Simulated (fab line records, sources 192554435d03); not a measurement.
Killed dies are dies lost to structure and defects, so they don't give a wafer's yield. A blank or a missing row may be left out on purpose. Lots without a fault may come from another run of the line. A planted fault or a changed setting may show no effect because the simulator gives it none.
A struck lot beside a sound one | flow n5_finfet | 14 steps out of a route of 1938
Sound: wafers L167.3, L167.4, L167.5. Struck: wafers L169.3, L169.5, L169.6. The cause comes at the end.
At each step with rows: each side's tool, then ch and its chambers, then its first start. Under that, the readings that differ: sound wafers | struck wafers | difference of the means | sigmas: that difference in standard deviations of wafers without a fault.
alike: readings whose means differ by less than 2 such deviations, and words and numbers that are the same on both sides. not compared: withheld readings, readings that some wafer has no value for, bounds like >300 that may hide the same value, and numbers for which the record gives no deviation and whose values overlap.
The two part at a step that has a row with sigmas, a row that says differs or no value, or rows on one side only. Numbers that don't overlap but have no deviation are shown without sigmas and don't part them. A reading that every wafer of one side lacks parts them only if that side has two wafers or more.

N5_BEOL_M2_STRIP_66: strips in CF4.
  sound on rie_diel-02 ch 0,2, day 8 18:10; struck on rie_diel-04 ch 0,1,2, day 9 09:20
  alike: drypump_motor_current_A, oes_product_au, rf_vpp_V, showerhead_plenum_p_Torr, throttle_valve_pct
  not compared: rf_hours_counter_h
N5_BEOL_M2_HM_OPEN_17: chemistry Cl2/BCl3, target TiN, target depth 20 nm, overetch 6 nm.
  sound on rie_metal-02 ch 0,1, day 8 18:14; struck on rie_metal-03 ch 0,1, day 9 09:24
  alike: bias_w, drypump_motor_current_A, mfc_ar_sccm, oes_product_au, throttle_valve_pct
  not compared: rf_hours_counter_h
N5_BEOL_M2_STRIP_19: strips in O2.
  sound on rie_diel-02 ch 0,1,2, day 8 18:19; struck on rie_diel-04 ch 2,3, day 9 09:29
  alike: drypump_motor_current_A, oes_product_au, rf_vpp_V, showerhead_plenum_p_Torr, throttle_valve_pct
  not compared: rf_hours_counter_h
N5_BEOL_M2_CD_MEAS_18: pitch 36 nm, target cd 18 nm.
  sound on cd_sem-03, day 8 18:23; struck on cd_sem-01, day 9 09:33
  alike: cd_nm
then, 8 steps without rows for these wafers: N5_BEOL_M2_COAT_67 (time 60 s, resist thk 60 nm); N5_BEOL_M2_COAT_68 (time 60 s, resist thk 12 nm); N5_BEOL_M2_COAT_76 (time 60 s, resist thk 5 nm); N5_BEOL_M2_COAT_22 (resist thk 30 nm); N5_BEOL_M2_EBR_24; N5_BEOL_M2_SOFTBAKE_23 (time 60 s); N5_BEOL_M2_EXPOSE_25 (exposes mask V1, defocus 5 nm); N5_BEOL_M2_PEB_26 (peb time 60 s).
N5_BEOL_M2_DEVELOP_27: develop time 30 s.
  sound on litho_track-02 ch 0, day 8 18:49; struck on litho_track-04, day 9 09:56
  no value came back on the struck wafers for chill_plate_temp_C (C), develop_time_s (s), exhaust_pa (Pa); on the sound wafers chill_plate_temp_C (C) reads 23.07 23.07 23.01
  reading                                      | sound          | struck   | difference | sigmas
  model.CAR-EUV_of_BEOL_M2_COAT_22.thk_nm (nm) | 29.6 29.6 29.6 | 30 30 30 | +0         |
N5_BEOL_M2_CD_MEAS_28: target cd 26.2 nm, target cd y 24.1 nm.
  sound on cd_sem-03 ch 0, day 8 18:52; struck on cd_sem-03 ch 0, day 9 10:00
  reading    | sound             | struck | difference                    | sigmas
  cd_nm (nm) | 26.47 26.44 26.32 | - - -  | no value on the struck wafers |

WHERE THEY PART
First at N5_BEOL_M2_DEVELOP_27; last, within this record, at N5_BEOL_M2_CD_MEAS_28.

WHY: what the simulator had put in
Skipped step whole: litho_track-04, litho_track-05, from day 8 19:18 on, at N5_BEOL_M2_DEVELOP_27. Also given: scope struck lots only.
